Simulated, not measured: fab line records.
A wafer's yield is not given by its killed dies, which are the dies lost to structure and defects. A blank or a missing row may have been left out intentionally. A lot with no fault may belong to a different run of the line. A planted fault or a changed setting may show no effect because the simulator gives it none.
Problem report, 8D (eight disciplines) form, completed by code || flow nandHarc || the parts of the form that need people (team, actions taken, sign-off) are left out

== 1. THE PROBLEM ==
On 2 wafers of 1 lot, killedAtArray at NHARC_END_SORT_01 has a mean of 655; fault-free wafers read 26, standard deviation 9.6. Relative to the usual mean, that is a shift of +66 standard deviations.
First seen on wafer L846.1, day 21 13:56, on prober-02. The record holds 3 wafers of 1 lot with a number at this step. Rule for "out", or "out of limits": more than 4 standard deviations from the usual mean. The other wafers with a number count as sound.

== 2. WHAT IT IS, WHAT IT ISN'T ==
{"question": "which readings at this step", "is": "killedAtArray, killedDies", "is not": "killedAtOther, killedAtPeriphery, killedOpen, killedShort"}
{"question": "which lots", "is": "L846", "is not": "-"}
{"question": "which wafers of those lots", "is": "L846.1, L846.5", "is not": "L846.3"}
{"question": "read on which gauges", "is": "prober-02", "is not": "-"}
{"question": "when", "is": "from day 21 13:56", "is not": "up to then (0 sound wafers); but 1 sound wafer of L846 came after"}

== 3. WHAT RULES OUT EACH SUSPECT ==
Counting: a tool at a process step up to the reading stays a suspect if it ran every lot that is out. Sound lots after the first of them don't rule it out here, since some wafers of a struck lot are sound.
- the gauge at NHARC_END_SORT_01 has been ruled out. All the wafers that are out were read on prober-02, but those of them that NHARC_A_CONTACT_ETCH_75 has rows for are out there too, on other tools.
- rieDiel-07 at NHARC_A_CONTACT_STRIP_55 (strips in O2): kept. It ran the lot that is out, L846 (day 18 22:11). NHARC_A_CONTACT_STRIP_55: start missing for some lots; hours and lot order therefore follow NHARC_A_CONTACT_ETCH_75.
- rieDiel-01 at NHARC_A_CONTACT_ETCH_75 (etches the open film in CF4, target depth 39 nm, time 65 s): kept. It ran the lot that is out, L846 (day 18 22:11). Its own oesProductAu readings are out on those wafers.
- rieDiel-01 at NHARC_A_CONTACT_ETCH_76 (etches the open film in N2/H2, target depth 260 nm, time 475.3 s): kept. It ran the lot that is out, L846 (day 18 23:27). NHARC_A_CONTACT_ETCH_76: start missing for some lots; hours and lot order therefore follow NHARC_A_CONTACT_ETCH_125.
- harCapEtch-03 at NHARC_A_CONTACT_ETCH_125 (etches the open film in C4F8/O2/Ar, time 155 s, target depth 956 nm): kept. It ran the lot that is out, L846 (day 18 23:27).
- Within rieDiel-01 at NHARC_A_CONTACT_ETCH_75, the wafers that are out were processed in chamber 0 and their sound lot-mates in chamber 1.
- Within rieDiel-01 at NHARC_A_CONTACT_ETCH_76: the wafers that are out ran in chambers 1, 3; their sound lot-mates ran in chamber 0.
Left after counting: rieDiel-07 at NHARC_A_CONTACT_STRIP_55, rieDiel-01 at NHARC_A_CONTACT_ETCH_75, rieDiel-01 at NHARC_A_CONTACT_ETCH_76, harCapEtch-03 at NHARC_A_CONTACT_ETCH_125.

== 4. THE CAUSE (what the simulator had put in) ==
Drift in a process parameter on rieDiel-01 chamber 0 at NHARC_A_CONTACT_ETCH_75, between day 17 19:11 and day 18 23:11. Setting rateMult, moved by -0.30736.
Of the 4 suspects that counting leaves, this tool is one.

== 5. SEQUENCE OF EFFECTS, ordered by route ==
Each row: a reading where the mean over the struck wafers with a number is more than 3 standard deviations away from the usual. Scope: only readings with a usual standard deviation given in the record; hours: median across lots of the time from each lot's start at the first step in this table that gives one to its start at this step; sigmas: change in usual standard deviations.
{"hours": 0, "step": "NHARC_A_CONTACT_ETCH_75", "reading": "oesProductAu", "usual": "1.001 a.u.", "on struck wafers": 0.814, "change": -0.187, "sigmas": -24}
{"hours": 64, "step": "NHARC_END_SORT_01", "reading": "killedAtArray", "usual": 26, "on struck wafers": 655, "change": "+629", "sigmas": "+66"}
{"hours": 64, "step": "NHARC_END_SORT_01", "reading": "killedDies", "usual": 31, "on struck wafers": 661, "change": "+630", "sigmas": "+63"}
Process steps it contains:
- NHARC_A_CONTACT_ETCH_75: etches the open film in CF4, target depth 39 nm, time 65 s.

== 6. HOW IT WOULD HAVE BEEN CAUGHT EARLIER ==
In this record the first reading out of limits at a measuring or inspecting step was taken at day 21 13:56, 91 hours after the fault began at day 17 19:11.
Tool's own readings at NHARC_A_CONTACT_ETCH_75, oesProductAu: out on all struck wafers the step has rows for; an alarm limit on them would have tripped on the first.
By day 21 13:56 the whole set of lots that are out, 1 in number, had already begun NHARC_A_CONTACT_ETCH_75 on rieDiel-01. A hold on the tool at that time would have spared none of them.
